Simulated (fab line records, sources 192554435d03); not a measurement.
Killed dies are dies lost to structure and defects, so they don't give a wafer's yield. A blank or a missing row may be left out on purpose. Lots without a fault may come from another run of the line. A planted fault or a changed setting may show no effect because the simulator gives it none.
fab line records | flow n5_finfet
record lots=6 wafers=18 last_day=18
route steps=1938 shown BEOL_M15@1797 PASSIVATION@1936
lots that met no fault: from a run of the same line without faults
start_h: hours from the record's first day to the start of the lot's first wafer shown | wait_h: hours since the lot's step before | " the same as in the row above | L1.1+2: a row that stands for several wafers | - no value, or no start given | * or withheld: withheld | < > ~ a bound
route shown NAME@n: a module of which the file shows steps, and the number in the route of the first | usual: mean/standard deviation of fault-free wafers | same: alike in all rows | chamber/n: place in a boat | sites: the reading at each site | _std_site: their standard deviation | _edge_site: outer sites' mean less inner sites' | radius_mm: how far each site lies from the wafer's centre | mask NAME#n: copy n | behind: the tool/chamber that last shaped the wafer | hold: why the lot was held/for how many hours/how that ended | device: the transistor (n, p or np) that didn't switch | end of line: the same wafers' tests at the end of the route | a step without rows: its recipe alone | killed: dies lost to structure and defects at the first sort, not the wafer's yield | map: a wafer's dies, x killed, . not, _ none there
set.NAME: the setting as run; set.NAME@STEP: as run at that earlier step | model.NAME: the simulator's own value behind a step, which no gauge read
lots at some steps of the route; a table a step, a row a wafer
services: from which hour (start_h, from the record's first day; less than 0 if before it) a tool's chamber was out of use, for how many hours, and why
## steps
# step N5_BEOL_M15_COAT_22
# recipe spin_rpm=1704 resist_thk_nm=800
# step N5_BEOL_M15_EBR_24
# recipe solvent=PGMEA ebr_width_mm=1.5
# step N5_BEOL_M15_SOFTBAKE_23
# recipe temp_c=130 time_s=60
# step N5_BEOL_M15_EXPOSE_25
# recipe mask_id=M15 na=0.8 source_shape=annular sigma_inner=0.5 sigma_outer=0.8 polarization=unpolarized target_cd_nm=400 dose_mj=35.5
# step N5_BEOL_M15_PEB_26
# recipe peb_temp_c=130 peb_time_s=90
# step N5_BEOL_M15_DEVELOP_27
# recipe develop_time_s=45 rinse_liquid=diw dry=air_spin dev_temp_c=21
# step N5_BEOL_M15_HARDBAKE_32
# recipe temp_c=130 time_s=120
# step N5_BEOL_M15_CD_MEAS_28
# recipe target_cd_nm=407.6 landing_energy_ev=500 detector=se_inlens
# usual cd_nm=409.4/2.1
# columns lot.wafer tool chamber start_h wait_h cd_nm
L229.3 cd_sem-02 0 314.18 - 409.2
L229.5 " 0 " " 410.5
L229.6 " 0 " " 412.1
L230.3 cd_sem-01 0 323.83 - 411.3
L230.5 " 0 " " 410.0
L230.6 " 0 " " 411.5
L235.1 cd_sem-01 0 362.37 - 410.4
L235.4 " 0 " " 413.1
L235.6 " 0 " " 414.8
L240.3 cd_sem-01 0 397.75 - 404.6
L240.5 " 0 " " 405.9
L240.6 " 0 " " 403.8
L243.1 cd_sem-02 0 410.68 - 411.5
L243.5 " 0 " " 410.7
L243.6 " 0 " " 411.3
L244.1 cd_sem-02 0 414.49 - 409.2
L244.3 " 0 " " 409.2
L244.6 " 0 " " 409.5
# step N5_BEOL_M15_OVL_MEAS_29
# recipe points_per_wafer=44
# usual M15_OVL=0/5
# columns lot.wafer tool chamber start_h wait_h M15_OVL[nm]
L229.3 overlay-02 0 314.20 0.0 -2
L229.5 " 0 " " 7
L229.6 " 0 " " -5
L230.3 overlay-02 0 323.86 0.0 -1
L230.5 " 0 " " -1
L230.6 " 0 " " -9
L235.1 overlay-02 0 362.40 0.0 3
L235.4 " 0 " " 11
L235.6 " 0 " " 8
L240.3 overlay-01 0 397.78 0.0 -8
L240.5 " 0 " " -2
L240.6 " 0 " " -3
L243.1 overlay-01 0 410.71 0.0 -6
L243.5 " 0 " " -1
L243.6 " 0 " " 3
L244.1 overlay-02 0 414.52 0.0 -1
L244.3 " 0 " " 6
L244.6 " 0 " " -5
# step N5_BEOL_M15_INSPECT_30
# recipe mode=adi inspect_instrument=macro
# usual raw_defect_count=2.1/1.5
# columns lot.wafer tool chamber start_h wait_h raw_defect_count
L229.3 defect_inspect-01 - 314.23 0.0 3
L229.5 " - " " 3
L229.6 " - " " 1
L230.3 defect_inspect-01 - 323.88 0.0 2
L230.5 " - " " 2
L230.6 " - " " 3
L235.1 defect_inspect-02 - 362.42 0.0 2
L235.4 " - " " 2
L235.6 " - " " 1
L240.3 defect_inspect-02 - 397.80 0.0 3
L240.5 " - " " 2
L240.6 " - " " 2
L243.1 defect_inspect-01 - 410.73 0.0 2
L243.5 " - " " 4
L243.6 " - " " 1
L244.1 defect_inspect-01 - 414.54 0.0 2
L244.3 " - " " 2
L244.6 " - " " 2
# step N5_BEOL_M15_DESCUM_33
# recipe chemistry=O2 time_s=7.9 source_power_w=50 bias_power_w=20 pressure_mtorr=20 rf_frequency_hz=2.712e+07 temp_c=40 o2_flow_sccm=225
# usual drypump_motor_current_A=5.9/0.33 oes_product_au=0.82/0.079 rf_vpp_V=243.9/1.4 showerhead_plenum_p_Torr=2.14/0.071 throttle_valve_pct=20.40/0.23
# columns lot.wafer tool chamber start_h wait_h drypump_motor_current_A oes_product_au rf_hours_counter_h rf_vpp_V showerhead_plenum_p_Torr throttle_valve_pct
L229.3 rie_diel-06 2 314.26 0.0 5.9 0.72 175 243.9 2.19 20.33
L229.5 " 2 " " 5.9 0.73 - 245.2 2.19 20.34
L229.6 " 3 " " 5.9 0.79 - 241.1 2.01 20.79
L230.3 rie_diel-02 1 323.91 0.0 5.9 0.71 193 243.3 2.07 20.70
L230.5 " 1 " " 5.9 0.71 - 243.4 2.07 20.71
L230.6 " 0 " " 6.5 0.96 - 245.7 2.21 20.09
L235.1 rie_diel-04 1 362.45 0.0 5.8 0.92 23 242.1 2.04 20.17
L235.4 " 0 " " 6.3 0.91 30 244.9 2.24 20.54
L235.6 " 0 " " 6.3 0.90 - 245.6 2.24 20.55
L240.3 rie_diel-02 0 397.83 0.0 6.5 0.91 37 244.6 2.20 20.13
L240.5 " 1 " " 5.9 0.69 - 242.8 2.06 20.74
L240.6 " 0 " " 6.5 0.91 - 245.9 2.20 20.14
L243.1 rie_diel-02 3 411.17 0.4 5.9 0.80 111 243.5 2.12 20.53
L243.5 " 1 " " 5.9 0.69 - 242.7 2.06 20.74
L243.6 " 0 " " 6.5 0.89 - 244.8 2.20 20.14
L244.1 rie_diel-06 0 414.75 0.2 5.9 0.80 101 242.4 2.13 20.27
L244.3 " 3 " " 5.8 0.76 133 242.0 2.00 20.83
L244.6 " 3 " " 5.9 0.76 - 243.2 2.00 20.82
# step N5_BEOL_M15_ETCH_61
# recipe chemistry=N2/H2 target=BARC target_depth_a=890 overetch_a=267 time_s=67.9 ion_energy_ev=200 pressure_mtorr=30 source_w=840 bias_w=150 n2_flow_sccm=200 h2_flow_sccm=200
# step N5_BEOL_M15_TRENCH_ETCH_34
# recipe chemistry=C4F8/O2/Ar target=SiO2 target_depth_a=8729.3 he_inner_torr=15 he_outer_torr=30 time_s=199 ion_energy_ev=800 pressure_mtorr=20 source_w=1905 bias_w=2040 Ar_flow_sccm=400 C4F8_flow_sccm=16 O2_flow_sccm=12
# usual O2_flow_sccm=12.00/0.035 drypump_motor_current_A=5.9/0.33 mfc_ar_sccm=400.1/1.2 oes_ar_750_au=0.82/0.077 oes_product_au=0.82/0.082 rf_vpp_V=2239/36 showerhead_plenum_p_Torr=3.51/0.096 throttle_valve_pct=30.93/0.27
# columns lot.wafer tool chamber start_h wait_h O2_flow_sccm drypump_motor_current_A mfc_ar_sccm oes_ar_750_au oes_product_au rf_hours_counter_h rf_vpp_V showerhead_plenum_p_Torr throttle_valve_pct model.etch.depth_nm model.coat_of_BEOL_M15_COAT_22.thk_nm
L229.3 rie_diel-06 2 314.35 0.0 11.99 5.9 398.9 0.71 0.70 175 2226 3.54 30.47 845.2 545
L229.5 " 2 " " 12.05 6.0 398.1 0.71 0.70 - 2227 3.54 30.49 844.5 548
L229.6 " 3 " " 11.96 5.9 403.2 0.80 0.79 - 2247 3.34 31.51 854.9 547
L230.3 rie_diel-02 1 324.00 0.0 12.05 5.9 402.1 0.72 0.70 193 2245 3.42 31.26 843.7 554.4
L230.5 " 1 " " 12.00 5.9 398.9 0.71 0.70 - 2247 3.42 31.26 843.6 553.2
L230.6 " 0 " " 12.02 6.5 399.9 0.92 0.95 - 2264 3.65 30.80 891.6 534.8
L235.1 rie_diel-04 1 362.54 0.0 12.07 5.8 399.0 0.92 0.92 23 2176 3.39 30.92 883.3 538
L235.4 " 0 " " 12.01 6.3 401.5 0.89 0.91 30 2296 3.63 30.97 888.4 533.2
L235.6 " 0 " " 11.98 6.4 400.9 0.89 0.90 - 2296 3.63 30.95 880.6 537.8
L240.3 rie_diel-02 0 397.92 0.0 12.02 6.5 399.2 0.89 0.90 37 2259 3.63 30.82 985.5 517.4
L240.5 " 1 " " 11.97 5.9 401.2 0.70 0.69 - 2244 3.40 31.29 847.9 550.8
L240.6 " 0 " " 12.02 6.5 400.2 0.89 0.90 - 2261 3.64 30.81 978.4 518.8
L243.1 rie_diel-02 3 411.26 0.0 11.98 5.9 398.4 0.81 0.79 111 2155 3.48 30.98 850 545.4
L243.5 " 1 " " 12.03 5.9 399.0 0.70 0.68 - 2244 3.40 31.29 833.4 557.6
L243.6 " 0 " " 12.02 6.6 399.8 0.88 0.90 - 2260 3.63 30.82 976.1 518.6
L244.1 rie_diel-06 0 414.84 0.0 11.97 5.8 399.5 0.81 0.80 101 2216 3.48 30.70 883.3 531
L244.3 " 3 " " 11.98 5.9 399.5 0.77 0.77 133 2244 3.32 31.53 859.2 543.2
L244.6 " 3 " " 12.01 5.8 398.2 0.78 0.78 - 2244 3.32 31.55 861 544.6
# step N5_BEOL_M15_STRIP_36
# recipe chemistry=O2 power_w=600 temp_c=60 pressure_mtorr=30 rf_frequency_hz=6e+07 bias_power_w=0 overash_fraction=0.3 o2_flow_sccm=225
# usual drypump_motor_current_A=5.8/0.38 oes_product_au=0.83/0.083 rf_vpp_V=3.7/0.93 showerhead_plenum_p_Torr=2.15/0.068 throttle_valve_pct=16.63/0.22
# columns lot.wafer tool chamber start_h wait_h drypump_motor_current_A oes_product_au rf_hours_counter_h rf_vpp_V showerhead_plenum_p_Torr throttle_valve_pct
L229.3 rie_diel-04 0 316.47 1.9 6.3 0.92 19 3.5 2.25 16.67
L229.5 " 1 " " 5.8 0.95 - 4.1 2.04 16.41
L229.6 " 0 " " 6.3 0.93 - 2.7 2.25 16.68
L230.3 rie_diel-04 2 324.72 0.5 5.4 0.74 158 4.0 2.21 16.91
L230.5 " 1 " " 5.8 0.92 - 3.4 2.04 16.38
L230.6 " 2 " " 5.3 0.73 - 4.4 2.21 16.91
L235.1 rie_diel-02 3 365.51 2.8 5.9 0.83 95 4.5 2.13 16.75
L235.4 " 0 " " 6.5 0.93 25 1.6 2.21 16.33
L235.6 " 3 " " 5.9 0.83 - 2.8 2.13 16.68
L240.3 rie_diel-02 2 399.56 1.5 5.2 0.83 94 3.5 2.11 16.67
L240.5 " 1 " " 5.9 0.71 - 3.3 2.07 16.97
L240.6 " 0 " " 6.5 0.89 - 2.1 2.21 16.37
L244.1 rie_diel-02 2 415.95 0.9 5.2 0.81 100 3.6 2.11 16.72
L244.3 " 0 " " 6.6 0.90 42 2.8 2.20 16.40
L244.6 " 0 " " 6.5 0.89 - 3.2 2.20 16.42
L243.1 rie_diel-06 2 415.98 4.5 5.9 0.68 206 2.7 2.19 16.65
L243.5 " 3 " " 5.9 0.77 - 1.6 2.01 17.03
L243.6 " 2 " " 5.9 0.69 - 4.4 2.19 16.67
# step N5_BEOL_M15_STRIP_62
# recipe chemistry=O2 power_w=600 temp_c=60 pressure_mtorr=30 rf_frequency_hz=6e+07 bias_power_w=0 overash_fraction=0.3 o2_flow_sccm=225
# step N5_BEOL_M15_STRIP_37
# recipe chemistry=O2 power_w=600 temp_c=60 pressure_mtorr=30 rf_frequency_hz=6e+07 bias_power_w=0 overash_fraction=0.3 o2_flow_sccm=225
# step N5_BEOL_M15_ETCH_38
# recipe chemistry=CF4/N2 target=SiCN target_depth_a=1064 taper_deg=2 time_s=120.5 ion_energy_ev=150 mask_material=SiO2 pressure_mtorr=40 source_w=430 bias_w=70 Ar_flow_sccm=100 cf4_flow_sccm=60 n2_flow_sccm=60
# usual drypump_motor_current_A=5.8/0.38 mfc_ar_sccm=99.98/0.3 oes_product_au=0.83/0.086 rf_vpp_V=383.5/1.8 showerhead_plenum_p_Torr=2.26/0.065 throttle_valve_pct=15.40/0.2
# columns lot.wafer tool chamber start_h wait_h drypump_motor_current_A mfc_ar_sccm oes_product_au rf_hours_counter_h rf_vpp_V showerhead_plenum_p_Torr throttle_valve_pct
L229.3 rie_diel-04 0 - - 6.3 99.63 0.93 19 385.6 2.34 15.31
L229.5 " 1 " " 5.8 100.07 0.95 - 381.8 2.17 15.25
L229.6 " 0 " " 6.4 99.72 0.93 - 386.5 2.34 15.32
L230.3 rie_diel-04 2 - - 5.4 100.01 0.75 158 385.6 2.31 15.66
L230.5 " 1 " " 5.8 99.65 0.95 - 381.0 2.17 15.25
L230.6 " 2 " " 5.4 100.19 0.75 - 385.1 2.31 15.66
L235.1 rie_diel-02 3 - - 5.9 100.23 0.81 95 383.3 2.23 15.47
L235.4 " 0 " " 6.5 100.28 0.92 25 385.1 2.34 15.21
L235.6 " 3 " " 5.9 100.41 0.80 - 383.7 2.23 15.46
L240.3 rie_diel-02 2 - - 5.2 99.44 0.80 94 381.1 2.23 15.45
L240.5 " 1 " " 5.9 99.99 0.69 - 381.8 2.18 15.78
L240.6 " 0 " " 6.5 100.12 0.90 - 386.5 2.34 15.23
L244.1 rie_diel-02 2 - - 5.3 100.21 0.79 100 382.7 2.22 15.45
L244.3 " 0 " " 6.5 99.65 0.89 43 386.5 2.33 15.25
L244.6 " 0 " " 6.5 99.55 0.89 - 384.0 2.34 15.25
L243.1 rie_diel-06 2 - - 5.9 100.23 0.68 206 383.5 2.27 15.29
L243.5 " 3 " " 5.9 99.83 0.78 - 379.4 2.12 15.78
L243.6 " 2 " " 5.9 100.23 0.68 - 383.2 2.27 15.31
# step N5_BEOL_M15_PRECLEAN_39
# recipe chemistry=residue_remover time_s=60 temp_c=40
# step N5_BEOL_M15_SRD_40
# recipe time_s=30 temp_c=23 rinse_liquid=diw dry=n2_spin spin_rpm=1500 dry_time_s=30
# step N5_BEOL_M15_DEGAS_41
# recipe ambient=vacuum temp_c=300 time_s=60
# step N5_BEOL_M15_PRE_CLEAN_42
# recipe gas=H2/He time_s=30 temp_c=300
# step N5_BEOL_M15_SPUTTER_43
# recipe material=TaN target_thk_a=150 temp_c=50 bias_v=168.6 power_w=15000 chamber_pressure_pa=0.12 time_s=24.19
# step N5_BEOL_M15_SPUTTER_44
# recipe material=Ta target_thk_a=150 temp_c=50 bias_v=80 power_w=15000 chamber_pressure_pa=0.07 time_s=24.19
# usual throttle_valve_pct=29.7/0.95
# columns lot.wafer tool chamber start_h wait_h throttle_valve_pct
L229.3 pvd_sputter-03 - 317.12 0.0 30.0
L229.5 " - " " 28.6
L229.6 " - " " 30.1
L230.3 pvd_sputter-03 - 325.76 0.0 29.6
L230.5 " - " " 30.4
L230.6 " - " " 30.1
L235.1 pvd_sputter-02 - 366.35 0.0 30.0
L235.4 " - " " 28.1
L235.6 " - " " 29.3
L240.3 pvd_sputter-03 - 400.19 0.0 30.5
L240.5 " - " " 28.7
L240.6 " - " " 29.9
L244.1 pvd_sputter-02 - 416.71 0.0 29.9
L244.3 " - " " 28.1
L244.6 " - " " 28.9
L243.1 pvd_sputter-01 - 416.74 0.0 30.5
L243.5 " - " " 30.8
L243.6 " - " " 31.6
# step N5_BEOL_M15_SPUTTER_45
# recipe material=Cu target_thk_a=1000 temp_c=-20 bias_v=60 power_w=26000 chamber_pressure_pa=0.13 time_s=16.67
# step N5_BEOL_M15_ECD_47
# recipe material=Cu target_thk_a=18600
# step N5_BEOL_M15_ANNEAL_48
# recipe temp_c=225 time_s=90 ambient=N2
# usual wafer_temp_C_max=225.92/0.24
# columns lot.wafer tool chamber start_h wait_h wafer_temp_C_max
L229.3 rtp_anneal-02 0 317.65 0.2 225.76
L229.5 " 0 " " 225.97
L229.6 " 0 " " 226.08
L230.3 rtp_anneal-01 0 326.29 0.2 226.09
L230.5 " 0 " " 226.18
L230.6 " 0 " " 225.86
L235.1 rtp_anneal-02 0 367.01 0.4 225.89
L235.4 " 0 " " 225.64
L235.6 " 0 " " 225.74
L240.3 rtp_anneal-01 0 400.72 0.2 225.76
L240.5 " 0 " " 225.70
L240.6 " 0 " " 225.86
L244.1 rtp_anneal-02 0 417.20 0.2 225.71
L244.3 " 0 " " 225.94
L244.6 " 0 " " 225.73
L243.1 rtp_anneal-01 0 417.21 0.2 226.04
L243.5 " 0 " " 226.49
L243.6 " 0 " " 225.88
# step N5_BEOL_M15_CMP_49
# recipe stop_on=SiO2 t_overpolish_s=4.9 down_force_psi=2 platen_rpm=80 clearing_platen_down_force_psi=2 clearing_platen_rpm=80 post_cmp_clean=cu_alkaline target_thk_nm=850 clearing_platen_pad_velocity_m_s=1.5917 pad_velocity_m_s=1.5917
# usual barrier_field_endpoint_s=11.30/0.3 clearing_platen_down_force_psi=2.000/0.0038 motor_current_A=8.3/0.65 overpolish_run_s=4.901/0.0084 pad_life_wafers=1204/510
# columns lot.wafer tool chamber start_h wait_h barrier_field_endpoint_s clearing_platen_down_force_psi motor_current_A overpolish_run_s pad_life_wafers model.Cu_of_BEOL_M15_ECD_47.thk_nm
L229.3 cmp-01 0 317.97 0.3 11.11 2.002 8.6 4.892 435 822.4
L229.5 " 1 " " 11.41 2.008 7.8 4.894 - 820.6
L229.6 " 2 " " 11.14 2.001 7.2 4.906 - 832.4
L230.3 cmp-02 2 326.57 0.2 10.58 1.997 8.5 4.894 1712 819
L230.5 " 0 " " 11.30 2.002 8.8 4.903 - 821.6
L230.6 " 1 " " 10.94 1.998 7.8 4.912 - 868.6
L235.4 cmp-02 1 367.35 0.2 11.09 2.003 7.4 4.899 2017 864
L235.1 " 3 " " 11.68 2.003 7.7 4.907 2019 859.8
L235.6 " 0 " " 11.51 2.002 8.6 4.903 - 857
L240.3 cmp-02 3 401.02 0.3 11.54 1.998 7.9 4.905 158 962.4
L240.5 " 1 " " 11.19 1.998 7.6 4.897 - 823.8
L240.6 " 2 " " 10.84 2.003 7.8 4.904 - 955.4
L244.1 cmp-04 1 417.50 0.3 11.65 2.004 8.3 4.913 1650 862.6
L244.3 " 0 " " 11.37 1.998 8.9 4.896 1653 837.2
L244.6 " 2 " " 11.00 1.996 8.9 4.918 - 837.4
L243.1 cmp-01 2 417.65 0.4 11.15 1.998 6.9 4.897 1128 826.2
L243.6 " 2 " " 11.53 1.998 7.4 4.885 - 951.2
L243.5 " 3 " " 11.26 2.006 9.0 4.892 - 809.8
# step N5_BEOL_M15_THK_MEAS_50
# recipe thk_meas_gauge=xrf reads=Cu_of_BEOL_M15_ECD_47
# usual M15_THK=850/20
# columns lot.wafer tool chamber start_h wait_h M15_THK[nm]
L229.3 film_metro-01 - 318.16 - 828
L229.5 " - " " 829
L229.6 " - " " 839
L230.3 film_metro-01 - 326.79 - 825
L230.5 " - " " 830
L230.6 " - " " 877
L235.1 film_metro-02 - 367.60 - 853
L235.4 " - " " 853
L235.6 " - " " 851
L240.3 film_metro-02 - 401.24 - 975
L240.5 " - " " 837
L240.6 " - " " 963
L244.1 film_metro-02 - 417.79 - 866
L244.3 " - " " 836
L244.6 " - " " 837
L243.1 film_metro-02 - 417.95 - 831
L243.5 " - " " 815
L243.6 " - " " 959
# step N5_BEOL_M15_PRE_CLEAN_52
# recipe gas=NH3 time_s=15 temp_c=withheld rf_power_w=300
# step N5_BEOL_M15_DEP_53
# recipe material=SiCN target_thk_a=500 temp_c=withheld precursor=3MS/NH3 pressure_torr=3 rf_w=675 time_s=17.8
# step N5_BEOL_M15_RS_MEAS_54
# recipe thk_meas_gauge=four-point-probe reads=Cu_of_BEOL_M15_ECD_47+Ta_of_BEOL_M15_SPUTTER_44+TaN_of_BEOL_M15_SPUTTER_43
# usual M15_RS=0.0217/0.00055
# columns lot.wafer tool chamber start_h wait_h M15_RS[ohm/sq]
L229.3 film_metro-02 - 318.29 0.1 0.0223
L229.5 " - " " 0.0224
L229.6 " - " " 0.0221
L230.3 film_metro-02 - 326.92 0.1 0.0224
L230.5 " - " " 0.0223
L230.6 " - " " 0.0212
L235.1 film_metro-02 - 367.73 0.0 0.0213
L235.4 " - " " 0.0213
L235.6 " - " " 0.0214
L240.3 film_metro-02 - 401.37 0.1 0.0190
L240.5 " - " " 0.0223
L240.6 " - " " 0.0191
L244.1 film_metro-01 - 417.92 0.0 0.0212
L244.3 " - " " 0.0219
L244.6 " - " " 0.0219
L243.1 film_metro-01 - 418.07 0.0 0.0221
L243.5 " - " " 0.0226
L243.6 " - " " 0.0192
# step N5_BEOL_M15_INSPECT_55
# recipe inspect_instrument=darkfield mode=post_dep
# usual raw_defect_count=75/27
# columns lot.wafer tool chamber start_h wait_h raw_defect_count
L229.3 defect_inspect-01 - 318.31 0.0 58
L229.5 " - " " 71
L229.6 " - " " 76
L230.3 defect_inspect-02 - 326.95 0.0 97
L230.5 " - " " 76
L230.6 " - " " 115
L235.1 defect_inspect-02 - 367.76 0.0 100
L235.4 " - " " 58
L235.6 " - " " 110
L240.3 defect_inspect-01 - 401.39 0.0 43
L240.5 " - " " 48
L240.6 " - " " 71
L244.1 defect_inspect-01 - 417.95 0.0 78
L244.3 " - " " 97
L244.6 " - " " 124
L243.1 defect_inspect-01 - 418.10 0.0 35
L243.5 " - " " 48
L243.6 " - " " 77
# step N5_PASSIVATION_PROBE_49
# usual defect_limited_yield=91.7/1.5 killed_at_M0_to_M3=32/10 killed_at_M4_up=14/5.3 killed_at_contacts=13/5.7 killed_at_front_end=37/10 killed_at_other=3.3/2.5 killed_dies=98/18 killed_on_rim=13/3.6 killed_open=65/13 killed_short=31/7.5 sort_bin_5_function=4.9/0.91 sort_bin_6_memory=3.1/0.71 sort_n_pass=1082/18 sort_yield_pct=91.7/1.5
# same gross_dies=1180 killed_at_back_side=0 sort_bin_4_leakage[%]=0 sort_bin_8_speed[%]=0
# columns lot.wafer tool chamber start_h wait_h defect_limited_yield[%] killed_at_M0_to_M3 killed_at_M4_up killed_at_contacts killed_at_front_end killed_at_other killed_dies killed_on_rim killed_open killed_short sort_bin_5_function[%] sort_bin_6_memory[%] sort_n_pass sort_yield_pct[%]
L235.1 prober-01 - 382.30 0.0 91.0 43 15 7 35 6 106 13 72 33 5.5 3.1 1074 91.0
L235.4 prober-01 - 382.45 0.2 91.6 38 6 12 37 6 99 17 68 30 4.9 3.1 1081 91.6
L235.6 prober-01 - 382.55 0.3 89.4 47 9 9 58 2 125 14 79 38 6.4 3.2 1055 89.4
L240.3 prober-01 - 416.28 0.1 91.3 24 12 26 32 9 103 6 76 24 5.2 3.1 1077 91.3
L240.5 prober-01 - 416.38 0.2 90.7 37 15 15 43 0 110 14 76 33 5.7 3.5 1070 90.7
L240.6 prober-01 - 416.43 0.3 90.8 26 16 7 46 13 108 12 68 35 5.7 3.1 1072 90.8
L243.1 prober-02 - 434.58 0.0 89.7 33 25 11 44 8 121 12 83 38 5.8 4.0 1059 89.7
L243.5 prober-02 - 434.78 0.2 90.3 23 18 15 58 1 115 17 78 37 5.6 3.8 1065 90.3
L243.6 prober-02 - 434.83 0.3 90.4 34 16 11 45 7 113 20 63 50 5.6 3.7 1067 90.4
# killed by level:class
L235.1 FIN_SAQP:geometric_particle:open=10 BEOL_M1:geometric_particle:open=10 BEOL_M3:geometric_particle:open=10 BEOL_M0_SAQP:geometric_particle:open=7 BEOL_M4:geometric_particle:open=6 DUMMY_GATE:geometric_particle:open=5 BEOL_M1:geometric_particle:short=5 MOL_CONTACT_COAG:geometric_particle:open=4
L235.4 STI_FIN_REVEAL:geometric_particle:open=14 MOL_CONTACT_COAG:geometric_particle:open=8 BEOL_M3:geometric_particle:open=7 BEOL_M0_SAQP:geometric_particle:open=6 FIN_SAQP:geometric_particle:open=5 BEOL_M0_SAQP:geometric_particle:short=5 BEOL_M1:geometric_particle:open=5 DUMMY_GATE:geometric_particle:open=4
L235.6 STI_FIN_REVEAL:geometric_particle:open=14 DUMMY_GATE:geometric_particle:open=11 BEOL_M0_SAQP:geometric_particle:short=10 FIN_SAQP:geometric_particle:open=7 BEOL_M2:geometric_particle:open=7 BEOL_M0_SAQP:geometric_particle:open=7 FIN_SAQP:geometric_particle:short=6 MOL_CONTACT_COAG:geometric_particle:open=6
L240.3 MOL_CONTACT_COAG:geometric_particle:open=21 STI_FIN_REVEAL:geometric_particle:open=12 FIN_SAQP:geometric_particle:open=6 BEOL_M0_SAQP:geometric_particle:open=6 MOL_CONTACT_COAG:geometric_particle:short=5 BEOL_M0_SAQP:geometric_particle:short=5 BEOL_M1:geometric_particle:open=5 BEOL_M2:geometric_particle:open=5
L240.5 STI_FIN_REVEAL:geometric_particle:open=14 MOL_CONTACT_COAG:geometric_particle:open=11 BEOL_M1:geometric_particle:open=11 BEOL_M0_SAQP:geometric_particle:short=8 FIN_SAQP:geometric_particle:open=7 BEOL_M2:geometric_particle:open=5 FIN_SAQP:geometric_particle:short=4 DUMMY_GATE:geometric_particle:open=4
L240.6 STI_FIN_REVEAL:geometric_particle:open=11 GATE_CUT:geometric_particle:short=8 MOL_CONTACT_COAG:geometric_particle:open=7 BEOL_M1:geometric_particle:open=6 BEOL_M0_SAQP:geometric_particle:short=6 BEOL_M5:geometric_particle:open=6 BEOL_M0_SAQP:geometric_particle:open=5 BEOL_M3:geometric_particle:open=5
L243.1 FIN_SAQP:geometric_particle:open=21 BEOL_M0_SAQP:geometric_particle:open=11 BEOL_M0_SAQP:geometric_particle:short=10 BEOL_M5:geometric_particle:open=10 MOL_CONTACT_COAG:geometric_particle:open=7 BEOL_M2:geometric_particle:open=7 FIN_SAQP:geometric_particle:short=6 GATE_CUT:geometric_particle:short=6
L243.5 FIN_SAQP:geometric_particle:open=18 MOL_CONTACT_COAG:geometric_particle:open=13 STI_FIN_REVEAL:geometric_particle:open=9 FIN_SAQP:geometric_particle:short=8 GATE_CUT:geometric_particle:short=7 BEOL_M4:geometric_particle:short=6 BEOL_M0_SAQP:geometric_particle:open=6 BEOL_M2:geometric_particle:open=5
L243.6 BEOL_M0_SAQP:geometric_particle:short=11 BEOL_M0_SAQP:geometric_particle:open=11 FIN_SAQP:geometric_particle:short=9 FIN_SAQP:geometric_particle:open=8 BEOL_M4:geometric_particle:open=8 GATE_CUT:geometric_particle:short=7 GATE_CUT:geometric_particle:open=6 MOL_CONTACT_COAG:geometric_particle:short=6
## services
# columns tool chamber start_h hours kind
rtp_anneal-01 - 293.98 2.9 pm
rie_diel-06 - 301.29 2.1 repair
cmp-04 - 343.77 13.2 pm
cmp-02 - 349.16 6.5 repair
pvd_sputter-03 - 350.34 3.1 repair
rie_diel-02 - 350.76 0.6 repair
cmp-04 - 359.60 0.8 repair
cmp-01 - 364.87 1.2 repair
rie_diel-04 - 369.49 0.5 repair
cmp-01 - 375.96 6.8 repair
cmp-02 - 377.20 4.0 pm
cmp-02 - 381.20 - consumable_replace:conditioner
cmp-02 - 381.20 - consumable_replace:pad
rie_diel-06 3 382.22 3.5 repair
rie_diel-06 3 387.36 10.5 repair
cmp-01 - 399.81 12.5 repair
## key
first_sign step=N5_BEOL_M15_THK_MEAS_50 reading=M15_THK direction=up sigmas=5.7 usual=850 struck=965
effect step=N5_BEOL_M15_RS_MEAS_54 reading=M15_RS direction=down sigmas=4.7 usual=0.0217 struck=0.0191
model_effect step=N5_BEOL_M15_TRENCH_ETCH_34 value=etch.depth_nm without=898.2 struck=980
model_effect step=N5_BEOL_M15_CMP_49 value=Cu_of_BEOL_M15_ECD_47.thk_nm without=874.5 struck=956.3
met_at N5_BEOL_M15_TRENCH_ETCH_34
struck_wafers L240.3,L240.6,L243.6
onset_between 324.00 397.92
fault kind=process_parameter_drift tool=rie_diel-02 chamber=0 onset_h=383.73 steps=N5_BEOL_M15_TRENCH_ETCH_34 channel=time_s offset=* shape=step end_h=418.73 acts_in=* stated=*
